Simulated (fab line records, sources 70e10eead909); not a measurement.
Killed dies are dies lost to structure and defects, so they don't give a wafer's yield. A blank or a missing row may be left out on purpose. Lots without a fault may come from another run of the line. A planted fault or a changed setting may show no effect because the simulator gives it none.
fab line records | flow nand_harc
record lots=24 wafers=72 last_day=33
route steps=1302 shown P_M1@303 P_M2@329 A_ONON_D1@433 A_CHANNEL_HOLE_D1@474
lots that met no fault: from a run of the same line without faults
start_h: hours from the record's first day to the start of the lot's first wafer shown | wait_h: hours since the lot's step before | " the same as in the row above | L1.1+2: a row that stands for several wafers | - no value, or no start given | * or withheld: withheld | < > ~ a bound
route shown NAME@n: a module of which the file shows steps, and the number in the route of the first | usual: mean/standard deviation of fault-free wafers | same: alike in all rows | chamber/n: place in a boat | sites: the reading at each site | _std_site: their standard deviation | _edge_site: outer sites' mean less inner sites' | radius_mm: how far each site lies from the wafer's centre | mask NAME#n: copy n | behind: the tool/chamber that last shaped the wafer | hold: why the lot was held/for how many hours/how that ended | device: the transistor (n, p or np) that didn't switch | end of line: the same wafers' tests at the end of the route | a step without rows: its recipe alone | killed: dies lost to structure and defects at the first sort, not the wafer's yield | map: a wafer's dies, x killed, . not, _ none there
set.NAME: the setting as run; set.NAME@STEP: as run at that earlier step | model.NAME: the simulator's own value behind a step, which no gauge read
steps of the route over a sample of lots; a table a step, a row a wafer
services: from which hour (start_h, from the record's first day; less than 0 if before it) a tool's chamber was out of use, for how many hours, and why
## steps
# step NHARC_P_M1_ETCH_28
# recipe target_depth_a=300 over_etch_frac=0.3 time_s=72.99 ion_energy_ev=150 cf4_flow_sccm=50 n2_flow_sccm=100 ar_flow_sccm=150 rf_w=300 bias_w=100 chemistry=CF4/N2
# usual drypump_motor_current_A=5.6/0.55 n2_flow_sccm=100.1/0.32 oes_product_au=1.005/0.011 rf_vpp_V=313.8/1.9 showerhead_plenum_p_Torr=2.60/0.096 throttle_valve_pct=19.795/0.01
# columns lot.wafer tool chamber start_h wait_h drypump_motor_current_A n2_flow_sccm oes_product_au rf_hours_counter_h rf_vpp_V showerhead_plenum_p_Torr throttle_valve_pct
L074.1 rie_diel-11 2 - - 4.8 99.8 1.026 5 313.7 2.65 19.791
L074.3 " 0 " " 5.4 99.5 1.016 4 315.2 2.69 19.797
L074.5 " 2 " " 4.8 99.5 1.011 - 314.5 2.65 19.784
L075.1 rie_diel-11 2 - - 4.8 100.2 1.010 5 314.3 2.65 19.786
L075.5 " 0 " " 5.4 100.2 1.012 - 315.0 2.69 19.795
L075.4 " 1 " " 5.5 99.7 1.004 - 310.8 2.47 19.794
L076.2 rie_diel-11 1 - - 5.5 99.8 1.003 7 311.1 2.47 19.813
L076.4 " 2 " " 4.8 100.5 1.013 7 314.1 2.65 19.802
L076.6 " 1 " " 5.5 99.6 0.999 - 310.9 2.47 19.805
L077.6 rie_diel-11 0 - - 5.4 100.0 1.010 - 315.9 2.69 19.804
L077.4 " 1 " " 5.5 100.0 1.001 - 311.9 2.47 19.803
L077.5 " 3 " " 6.4 99.6 0.988 - 313.8 2.57 19.793
L078.1 rie_diel-01 2 - - 6.1 99.8 1.016 37 316.5 2.72 19.797
L078.3 " 0 " " 6.0 100.2 1.016 37 314.2 2.63 19.808
L078.6 " 3 " " 5.3 100.1 1.033 - 314.4 2.56 19.809
L079.3 rie_diel-11 0 - - 5.4 100.5 0.998 10 315.5 2.69 19.795
L079.5 " 3 " " 6.4 100.0 0.986 - 313.2 2.57 19.801
L079.6 " 0 " " 5.3 100.2 1.010 - 316.2 2.69 19.790
L080.1 rie_diel-01 2 - - 6.1 99.6 1.003 46 316.1 2.71 19.801
L080.2 " 3 " " 5.3 100.1 1.032 45 313.1 2.55 19.788
L080.3 " 0 " " 6.0 100.2 1.004 46 313.6 2.63 19.774
L081.2 rie_diel-11 0 - - 5.4 100.5 1.010 13 316.0 2.69 19.799
L081.4 " 1 " " 5.5 100.2 1.008 13 311.6 2.47 19.800
L081.5 " 0 " " 5.4 100.1 1.018 - 314.5 2.69 19.796
L082.2 rie_diel-11 1 - - 5.5 99.6 0.995 14 310.3 2.47 19.798
L082.6 " 2 " " 4.8 100.2 1.016 - 315.8 2.64 19.806
L082.5 " 3 " " 6.4 100.3 0.987 - 314.3 2.57 19.793
L083.1 rie_diel-13 1 - - 6.4 100.3 0.998 3 314.8 2.67 19.786
L083.2 " 3 " " 6.3 99.8 0.990 3 316.9 2.78 19.794
L083.5 " 1 " " 6.4 100.6 0.993 - 315.7 2.67 19.789
L085.1 rie_diel-13 0 - - 5.4 100.0 1.008 4 313.2 2.55 19.792
L085.3 " 1 " " 6.4 100.7 0.998 4 315.5 2.67 19.793
L085.2 " 3 " " 6.3 100.1 0.993 4 316.8 2.78 19.789
L084.3 rie_diel-11 3 - - 6.4 100.6 1.000 14 311.3 2.57 19.800
L084.4 " 2 " " 4.8 100.2 1.028 14 313.7 2.64 19.783
L084.5 " 0 " " 5.4 99.9 1.012 - 316.2 2.69 19.793
L086.3 rie_diel-11 1 - - 5.5 99.8 0.995 18 310.8 2.46 19.791
L086.1 " 3 " " 6.4 99.2 0.995 14 313.2 2.57 19.797
L086.4 " 0 " " 5.4 99.9 1.014 17 313.5 2.69 19.806
L088.1 rie_diel-11 0 - - 5.3 99.8 1.027 0 315.6 2.68 19.808
L088.4 " 2 " " 4.8 99.8 1.007 0 313.3 2.64 19.775
L088.5 " 3 " " 6.4 100.0 0.997 - 313.8 2.57 19.780
L087.3 rie_diel-13 3 - - 6.3 99.9 0.985 5 316.5 2.78 19.793
L087.2 " 0 " " 5.4 100.6 1.015 5 312.8 2.55 19.787
L087.5 " 3 " " 6.3 100.4 0.993 - 314.9 2.78 19.786
L089.2 rie_diel-11 2 - - 4.8 99.8 0.999 1 314.3 2.64 19.794
L089.4 " 0 " " 5.4 100.2 1.021 1 313.7 2.68 19.784
L089.5 " 1 " " 5.5 99.9 1.005 - 312.8 2.46 19.810
L090.4 rie_diel-11 1 - - 5.5 100.2 1.005 2 311.8 2.46 19.813
L090.5 " 0 " " 5.4 100.3 1.003 - 314.6 2.68 19.788
L090.6 " 1 " " 5.5 100.6 0.997 - 310.9 2.46 19.804
L091.2 rie_diel-13 3 - - 6.3 100.4 0.985 6 318.6 2.78 19.799
L091.4 " 0 " " 5.4 100.0 1.008 6 312.9 2.55 19.782
L091.5 " 0 " " 5.4 100.3 1.009 - 312.6 2.55 19.791
L092.3 rie_diel-13 3 - - 6.3 99.7 1.002 7 317.5 2.78 19.794
L092.2 " 0 " " 5.4 100.2 1.017 7 312.0 2.55 19.785
L092.1 " 1 " " 6.4 99.6 0.992 7 314.6 2.67 19.779
L093.3 rie_diel-11 3 - - 6.4 100.3 0.985 4 313.4 2.56 19.793
L093.4 " 1 " " 5.5 100.0 1.005 4 312.0 2.46 19.774
L093.6 " 3 " " 6.4 99.7 0.999 - 313.4 2.56 19.790
L094.2 rie_diel-11 2 - - 4.8 100.4 0.994 6 315.8 2.64 19.794
L094.5 " 2 " " 4.8 100.1 0.987 - 313.4 2.64 19.802
L094.6 " 3 " " 6.4 99.9 1.001 - 312.8 2.56 19.791
L095.4 rie_diel-13 1 - - 6.4 100.1 1.004 8 314.5 2.67 19.786
L095.2 " 2 " " 5.5 100.0 1.009 9 311.1 2.45 19.810
L095.5 " 0 " " 5.4 100.1 1.017 - 313.1 2.55 19.789
L096.4 rie_diel-11 2 - - 4.8 100.1 1.006 7 316.2 2.64 19.794
L096.3 " 3 " " 6.4 100.2 0.988 7 311.5 2.56 19.796
L096.1 " 1 " " 5.5 99.8 1.006 6 309.7 2.46 19.800
L097.4 rie_diel-11 3 - - 6.4 99.9 0.996 8 313.6 2.56 19.803
L097.2 " 1 " " 5.5 99.2 1.009 7 310.9 2.46 19.787
L097.6 " 3 " " 6.4 100.2 0.994 - 313.4 2.56 19.770
# step NHARC_P_M1_CMP_23
# recipe t_overpolish_s=20 target_thk_nm=157.82
# usual motor_current_A=12.8/1.9 time_to_endpoint_s=28/3.1
# columns lot.wafer tool chamber start_h wait_h motor_current_A time_to_endpoint_s
L074.1 cmp-02 3 128.54 - 9.9 24
L074.3 " 0 " " 14.6 34
L074.5 " 1 " " 14.8 26
L075.4 cmp-01 2 134.39 - 12.0 31
L075.1 " 0 " " 11.8 29
L075.5 " 2 " " 10.4 31
L076.4 cmp-03 2 148.03 - 11.3 29
L076.2 " 3 " " 12.4 27
L076.6 " 0 " " 11.5 29
L077.4 cmp-01 0 155.98 - 12.1 29
L077.5 " 3 " " 12.0 30
L077.6 " 0 " " 12.5 32
L078.3 cmp-01 1 167.59 - 11.6 28
L078.1 " 2 " " 12.1 32
L078.6 " 0 " " 12.1 32
L079.3 cmp-02 0 174.99 - 14.4 30
L079.6 " 2 " " 15.9 24
L079.5 " 3 " " 9.7 25
L080.2 cmp-01 2 186.92 - 11.5 27
L080.3 " 3 " " 12.1 27
L080.1 " 0 " " 12.0 27
L081.4 cmp-03 1 202.96 - 12.5 26
L081.2 " 0 " " 10.7 30
L081.5 " 2 " " 11.6 30
L082.2 cmp-02 1 208.79 - 14.2 27
L082.6 " 2 " " 16.0 23
L082.5 " 3 " " 10.1 24
L083.2 cmp-01 0 231.16 - 12.4 31
L083.1 " 1 " " 11.6 27
L083.5 " 0 " " 12.9 31
L085.1 cmp-02 3 237.54 - 10.4 25
L085.2 " 1 " " 14.8 28
L085.3 " 2 " " 15.6 29
L084.3 cmp-02 1 239.47 - 14.4 27
L084.4 " 0 " " 15.3 34
L084.5 " 1 " " 14.3 27
L086.1 cmp-03 3 245.62 - 12.4 29
L086.3 " 1 " " 12.9 28
L086.4 " 2 " " 11.9 31
L088.4 cmp-02 1 270.44 - 14.2 29
L088.1 " 2 " " 16.7 25
L088.5 " 3 " " 10.3 27
L087.3 cmp-03 2 271.91 - 11.4 27
L087.2 " 0 " " 11.8 25
L087.5 " 1 " " 12.6 24
L089.2 cmp-02 1 275.93 - 14.2 28
L089.4 " 2 " " 15.7 27
L089.5 " 0 " " 15.3 33
L090.4 cmp-03 3 291.45 - 12.2 31
L090.5 " 1 " " 13.2 26
L090.6 " 2 " " 11.1 30
L091.2 cmp-02 2 293.43 - 15.7 26
L091.4 " 0 " " 15.7 32
L091.5 " 2 " " 16.6 25
L092.3 cmp-03 1 305.18 - 13.0 24
L092.1 " 2 " " 11.2 30
L092.2 " 0 " " 12.3 32
L093.4 cmp-01 2 315.81 - 10.4 31
L093.3 " 3 " " 13.0 33
L093.6 " 2 " " 11.1 32
L094.2 cmp-03 1 329.37 - 12.1 24
L094.5 " 1 " " 12.0 23
L094.6 " 2 " " 11.3 33
L095.4 cmp-01 2 341.06 - 11.0 29
L095.2 " 3 " " 13.0 33
L095.5 " 1 " " 11.8 26
L096.4 cmp-02 1 346.82 - 13.8 26
L096.3 " 2 " " 16.9 25
L096.1 " 3 " " 10.1 24
L097.4 cmp-02 0 354.56 - 15.2 36
L097.2 " 1 " " 14.4 30
L097.6 " 3 " " 10.2 32
# step NHARC_P_M2_OVL_MEAS_10
# recipe pitch_nm=340
# usual overlay_x_nm=0.0/0.65 overlay_y_nm=0.2/0.79
# columns lot.wafer tool chamber start_h wait_h overlay_x_nm overlay_y_nm
L074.1 overlay-01 - 130.31 - -0.9 -1.8
L074.3 " - " " -0.2 -1.4
L074.5 " - " " -0.8 -1.4
L075.1 overlay-01 - 136.18 - 0.3 1.0
L075.4 " - " " -0.2 0.4
L075.5 " - " " -0.2 0.6
L076.2 overlay-02 - 149.91 - 0.1 -1.2
L076.4 " - " " 0.4 -0.7
L076.6 " - " " 0.1 -0.8
L077.4 overlay-01 - 157.91 - -0.8 1.7
L077.5 " - " " -0.4 0.8
L077.6 " - " " 0.0 1.5
L078.1 overlay-02 - 169.53 - 0.2 -1.0
L078.3 " - " " 0.5 -1.9
L078.6 " - " " 0.5 -1.0
L079.3 overlay-01 - 176.89 - -0.3 1.1
L079.5 " - " " -0.1 0.3
L079.6 " - " " -1.1 0.3
L080.1 overlay-02 - 188.88 - 0.5 0.0
L080.2 " - " " -0.1 0.2
L080.3 " - " " 0.0 0.3
L081.2 overlay-01 - 204.92 - -0.3 1.3
L081.4 " - " " 0.1 1.3
L081.5 " - " " 0.0 1.9
L082.2 overlay-02 - 210.68 - -0.7 0.4
L082.5 " - " " -0.6 -0.4
L082.6 " - " " -0.6 0.4
L083.1 overlay-02 - 233.14 - 0.8 0.4
L083.2 " - " " 0.3 0.7
L083.5 " - " " 0.6 0.4
L085.1 overlay-01 - 239.34 - 0.1 -0.2
L085.2 " - " " 0.6 -0.1
L085.3 " - " " 0.0 0.2
L084.3 overlay-02 - 241.41 - 0.2 0.3
L084.4 " - " " 0.7 -0.3
L084.5 " - " " 0.6 0.0
L086.1 overlay-02 - 247.57 - -0.7 -0.6
L086.3 " - " " -0.6 -0.4
L086.4 " - " " -1.2 0.1
L088.1 overlay-01 - 272.89 - -0.1 0.2
L088.4 " - " " -0.1 0.6
L088.5 " - " " -0.2 0.4
L087.2 overlay-02 - 273.82 - -0.5 -0.2
L087.3 " - " " -0.4 -1.1
L087.5 " - " " -0.4 -1.1
L089.2 overlay-02 - 277.71 - -0.6 -0.4
L089.4 " - " " -0.4 0.3
L089.5 " - " " -0.6 0.4
L090.4 overlay-02 - 293.36 - -0.5 1.2
L090.5 " - " " -0.2 0.6
L090.6 " - " " 0.1 0.9
L091.2 overlay-01 - 295.28 - 0.6 0.1
L091.4 " - " " 0.9 0.6
L091.5 " - " " 0.8 0.5
L092.1 overlay-02 - 307.12 - 1.4 1.0
L092.2 " - " " 1.0 0.7
L092.3 " - " " 1.2 1.1
L093.3 overlay-01 - 317.74 - 0.8 0.0
L093.4 " - " " 1.1 -0.4
L093.6 " - " " 1.1 0.3
L094.2 overlay-02 - 331.32 - 0.2 0.3
L094.5 " - " " 0.5 1.0
L094.6 " - " " 0.2 0.9
L095.2 overlay-01 - 342.96 - -1.5 1.2
L095.4 " - " " -1.0 0.6
L095.5 " - " " -1.7 1.0
L096.1 overlay-01 - 348.64 - -0.3 -0.2
L096.3 " - " " -0.8 -0.2
L096.4 " - " " -0.3 0.4
L097.2 overlay-02 - 356.34 - -0.4 0.4
L097.4 " - " " -0.6 -0.3
L097.6 " - " " -0.1 -0.1
# step NHARC_P_M2_DEGAS_29
# recipe temp_c=250 time_s=60
# usual heater_power_w=344/24 susceptor_temp_C=249.97/0.18
# columns lot.wafer tool chamber start_h wait_h heater_power_w susceptor_temp_C
L074.1 pvd_sputter-02 - 131.42 - 366 250.00
L074.3 " - " " 398 249.81
L074.5 " - " " 376 249.88
L075.4 pvd_sputter-01 - 137.30 - 334 249.73
L075.1 " - " " 313 250.13
L075.5 " - " " 342 249.97
L076.4 pvd_sputter-03 - 151.08 - 350 249.77
L076.2 " - " " 325 249.71
L076.6 " - " " 343 249.70
L077.4 pvd_sputter-01 - 159.04 - 338 249.54
L077.6 " - " " 347 249.81
L077.5 " - " " 380 249.83
L078.3 pvd_sputter-01 - 170.65 - 312 250.03
L078.1 " - " " 342 249.93
L078.6 " - " " 371 249.91
L079.3 pvd_sputter-01 - 178.03 - 381 249.83
L079.6 " - " " 304 249.93
L079.5 " - " " 340 249.98
L080.3 pvd_sputter-02 - 190.00 - 305 249.81
L080.1 " - " " 391 250.38
L080.2 " - " " 311 249.98
L081.4 pvd_sputter-03 - 206.03 - 377 250.23
L081.2 " - " " 355 249.92
L081.5 " - " " 363 249.96
L082.2 pvd_sputter-03 - 211.79 - 312 249.89
L082.5 " - " " 312 249.82
L082.6 " - " " 367 250.01
L083.2 pvd_sputter-03 - 234.25 - 359 250.22
L083.1 " - " " 337 250.10
L083.5 " - " " 363 249.91
L085.2 pvd_sputter-01 - 240.46 - 347 250.14
L085.3 " - " " 371 249.82
L085.1 " - " " 317 249.82
L084.3 pvd_sputter-01 - 242.53 - 345 250.10
L084.4 " - " " 373 250.25
L084.5 " - " " 346 249.90
L086.1 pvd_sputter-03 - 248.69 - 354 249.68
L086.4 " - " " 328 250.21
L086.3 " - " " 316 250.48
L088.1 pvd_sputter-03 - 274.01 - 353 249.81
L088.4 " - " " 370 249.91
L088.5 " - " " 318 250.33
L087.2 pvd_sputter-03 - 275.01 - 367 249.96
L087.3 " - " " 327 250.21
L087.5 " - " " 336 250.20
L089.2 pvd_sputter-01 - 278.83 - 373 249.83
L089.4 " - " " 328 250.20
L089.5 " - " " 334 249.73
L090.4 pvd_sputter-03 - 294.48 - 313 249.78
L090.6 " - " " 359 249.86
L090.5 " - " " 329 250.05
L091.2 pvd_sputter-03 - 296.41 - 356 250.07
L091.4 " - " " 364 249.50
L091.5 " - " " 322 249.95
L092.1 pvd_sputter-03 - 308.24 - 332 249.89
L092.2 " - " " 371 249.79
L092.3 " - " " 363 249.89
L093.3 pvd_sputter-01 - 318.86 - 314 249.69
L093.4 " - " " 348 250.01
L093.6 " - " " 318 249.75
L094.2 pvd_sputter-03 - 332.46 - 330 250.05
L094.5 " - " " 314 249.85
L094.6 " - " " 356 250.13
L095.4 pvd_sputter-02 - 344.08 - 383 250.15
L095.2 " - " " 335 250.05
L095.5 " - " " 311 250.25
L096.4 pvd_sputter-02 - 349.75 - 330 250.04
L096.3 " - " " 380 250.25
L096.1 " - " " 312 250.10
L097.4 pvd_sputter-01 - 357.46 - 343 250.00
L097.2 " - " " 319 249.97
L097.6 " - " " 357 250.21
# step NHARC_A_ONON_D1_THK_MEAS_14
# recipe thk_meas_gauge=ellipsometry
# usual thk_nm=1003/9.6
# columns lot.wafer tool chamber start_h wait_h thk_nm
L074.1 film_metro-02 - 161.89 - 1000
L074.3 " - " " 1000
L074.5 " - " " 1000
L075.1 film_metro-01 - 172.70 - 1001
L075.4 " - " " 1003
L075.5 " - " " 1006
L076.2 film_metro-02 - 182.69 - 1008
L076.4 " - " " 1006
L076.6 " - " " 1007
L077.4 film_metro-01 - 193.19 - 1016
L077.5 " - " " 1019
L077.6 " - " " 1018
L078.1 film_metro-02 - 202.10 - 1005
L078.3 " - " " 1006
L078.6 " - " " 1005
L079.3 film_metro-02 - 209.69 - 1003
L079.5 " - " " 1002
L079.6 " - " " 1004
L080.1 film_metro-02 - 222.08 - 1001
L080.2 " - " " 999
L080.3 " - " " 1001
L081.2 film_metro-02 - 238.76 - 1000
L081.4 " - " " 999
L081.5 " - " " 1002
L082.2 film_metro-02 - 243.53 - 996
L082.5 " - " " 993
L082.6 " - " " 991
L083.1 film_metro-02 - 268.95 - 1012
L083.2 " - " " 1011
L083.5 " - " " 1012
L084.3 film_metro-02 - 273.67 - 996
L084.4 " - " " 995
L084.5 " - " " 995
L085.1 film_metro-01 - 273.97 - 996
L085.2 " - " " 996
L085.3 " - " " 994
L086.1 film_metro-02 - 280.22 - 1006
L086.3 " - " " 1006
L086.4 " - " " 1006
L087.2 film_metro-02 - 306.69 - 1007
L087.3 " - " " 1009
L087.5 " - " " 1010
L088.1 film_metro-01 - 306.71 - 1000
L088.4 " - " " 1002
L088.5 " - " " 1003
L089.2 film_metro-02 - 310.81 - 1001
L089.4 " - " " 1003
L089.5 " - " " 1003
L091.2 film_metro-02 - 328.89 - 980
L091.4 " - " " 981
L091.5 " - " " 980
L090.4 film_metro-01 - 328.93 - 1007
L090.5 " - " " 1008
L090.6 " - " " 1008
L092.1 film_metro-02 - 341.52 - 1027
L092.2 " - " " 1027
L092.3 " - " " 1026
L093.3 film_metro-01 - 352.30 - 1003
L093.4 " - " " 1005
L093.6 " - " " 1003
L094.2 film_metro-02 - 364.98 - 990
L094.5 " - " " 988
L094.6 " - " " 989
L095.2 film_metro-01 - 377.00 - 1003
L095.4 " - " " 1003
L095.5 " - " " 1001
L096.1 film_metro-01 - 382.36 - 991
L096.3 " - " " 992
L096.4 " - " " 992
L097.2 film_metro-01 - 392.23 - 1012
L097.4 " - " " 1013
L097.6 " - " " 1012
# step NHARC_A_CHANNEL_HOLE_D1_ETCH_22
# recipe bias_v=3000 source_w=withheld pressure_mtorr=20 time_s=666.7 ar_flow_sccm=375 c4f8_flow_sccm=89.3 o2_flow_sccm=35.7 temp_c=-20 target_depth_a=16000 chemistry=C4F8/O2/Ar
# usual drypump_motor_current_A=5.7/0.51 showerhead_plenum_p_Torr=3.65/0.11 throttle_valve_pct=32.156/0.009
# columns lot.wafer tool chamber start_h wait_h drypump_motor_current_A rf_hours_counter_h showerhead_plenum_p_Torr throttle_valve_pct
L074.1 har_etch-02 0 177.52 0.4 5.8 295 3.77 32.141
L074.3 " 0 " " 5.7 - 3.77 32.155
L074.5 " 0 " " 5.7 - 3.77 32.162
L075.1 har_etch-02 0 187.95 0.4 5.8 298 3.76 32.154
L075.4 " 0 " " 5.8 - 3.77 32.144
L075.5 " 1 " " 5.1 - 3.77 32.148
L076.2 har_etch-02 1 198.65 0.4 5.1 302 3.76 32.175
L076.4 " 1 " " 5.1 - 3.76 32.139
L076.6 " 0 " " 5.8 - 3.76 32.172
L077.4 har_etch-01 1 214.72 0.4 5.3 - 3.52 32.143
L077.6 " 0 " " 6.4 - 3.73 32.166
L077.5 " 1 " " 5.3 - 3.52 32.144
L078.1 har_etch-02 1 221.20 0.4 5.1 318 3.75 32.150
L078.3 " 1 " " 5.1 - 3.75 32.135
L078.6 " 1 " " 5.2 - 3.75 32.152
L079.3 har_etch-01 0 225.94 0.4 6.4 - 3.72 32.155
L079.5 " 1 " " 5.3 - 3.52 32.174
L079.6 " 0 " " 6.4 - 3.72 32.149
L080.2 har_etch-01 0 238.73 0.4 6.4 119 3.72 32.167
L080.1 " 1 " " 5.3 119 3.52 32.152
L080.3 " 0 " " 6.4 - 3.72 32.158
L081.2 har_etch-01 0 256.67 0.4 6.5 127 3.71 32.165
L081.4 " 1 " " 5.3 - 3.51 32.160
L081.5 " 0 " " 6.4 - 3.71 32.161
L082.2 har_etch-02 0 269.40 0.4 5.8 348 3.74 32.160
L082.5 " 0 " " 5.7 - 3.74 32.168
L082.6 " 1 " " 5.1 - 3.75 32.164
L083.2 har_etch-01 1 284.49 0.4 5.3 142 3.50 32.149
L083.1 " 0 " " 6.4 142 3.70 32.169
L083.5 " 1 " " 5.3 - 3.50 32.154
L085.2 har_etch-02 0 295.11 0.4 5.8 359 3.73 32.170
L085.1 " 1 " " 5.1 344 3.74 32.165
L085.3 " 1 " " 5.1 - 3.74 32.153
L084.3 har_etch-01 1 295.55 0.4 5.3 - 3.50 32.155
L084.4 " 0 " " 6.4 - 3.70 32.143
L084.5 " 0 " " 6.4 - 3.70 32.167
L086.1 har_etch-01 1 303.67 0.4 5.3 158 3.50 32.161
L086.4 " 1 " " 5.3 - 3.50 32.151
L086.3 " 0 " " 6.4 - 3.70 32.163
L088.1 har_etch-01 0 326.08 0.4 6.3 169 3.69 32.162
L088.4 " 1 " " 5.3 - 3.49 32.156
L088.5 " 1 " " 5.3 - 3.49 32.149
L087.2 har_etch-02 0 326.22 0.4 5.8 382 3.72 32.165
L087.3 " 1 " " 5.1 - 3.73 32.148
L087.5 " 0 " " 5.7 - 3.72 32.153
L089.2 har_etch-01 0 334.41 0.4 6.4 177 3.69 32.159
L089.4 " 1 " " 5.3 - 3.49 32.169
L089.5 " 1 " " 5.3 - 3.49 32.152
L090.4 har_etch-01 1 347.54 0.4 5.3 - 3.48 32.169
L090.5 " 1 " " 5.3 - 3.48 32.172
L090.6 " 0 " " 6.5 - 3.68 32.174
L091.2 har_etch-02 0 350.47 0.4 5.8 398 3.71 32.142
L091.4 " 1 " " 5.2 - 3.72 32.156
L091.5 " 1 " " 5.1 - 3.72 32.156
L092.2 har_etch-01 1 360.62 0.4 5.3 188 3.48 32.151
L092.1 " 0 " " 6.4 188 3.68 32.160
L092.3 " 0 " " 6.4 - 3.68 32.155
L093.4 har_etch-02 0 371.58 0.4 5.8 - 3.71 32.156
L093.3 " 1 " " 5.1 - 3.71 32.163
L093.6 " 1 " " 5.1 - 3.71 32.147
L094.2 har_etch-01 0 384.30 0.4 6.4 203 3.67 32.149
L094.5 " 1 " " 5.3 - 3.47 32.150
L094.6 " 0 " " 6.4 - 3.67 32.165
L095.2 har_etch-01 1 396.04 0.4 5.3 215 3.47 32.156
L095.4 " 0 " " 6.4 - 3.67 32.143
L095.5 " 1 " " 5.3 - 3.47 32.161
L096.1 har_etch-01 0 400.18 0.4 6.4 219 3.66 32.169
L096.4 " 1 " " 5.3 - 3.46 32.149
L096.3 " 0 " " 6.4 - 3.66 32.146
L097.2 har_etch-02 0 409.38 0.4 5.8 12 3.70 32.161
L097.4 " 1 " " 5.1 - 3.71 32.159
L097.6 " 1 " " 5.1 - 3.71 32.148
## services
# columns tool chamber start_h hours kind
cmp-02 - 108.53 0.4 repair
pvd_sputter-01 - 109.04 3.9 repair
rie_diel-11 3 118.73 18.2 repair
cmp-02 - 135.09 4.0 pm
rie_diel-11 2 149.34 11.7 repair
pvd_sputter-03 - 170.02 10.0 pm
rie_diel-11 2 215.92 5.0 repair
pvd_sputter-01 - 226.09 10.0 pm
cmp-02 - 227.86 2.0 repair
cmp-02 - 230.98 0.3 repair
cmp-02 - 233.09 4.0 pm
pvd_sputter-03 - 253.00 3.6 repair
rie_diel-11 - 255.50 9.0 pm
cmp-02 - 319.28 10.9 repair
rie_diel-11 0 329.61 7.2 repair
cmp-02 - 331.09 4.0 pm
cmp-02 - 336.78 2.0 repair
pvd_sputter-03 - 348.02 10.0 pm
har_etch-02 - 377.00 17.0 pm
cmp-02 - 377.89 1.9 repair
cmp-02 - 384.13 0.4 repair
rie_diel-11 - 386.13 0.5 repair
pvd_sputter-01 - 404.09 10.0 pm
cmp-02 - 409.24 3.4 repair
## key
fault none
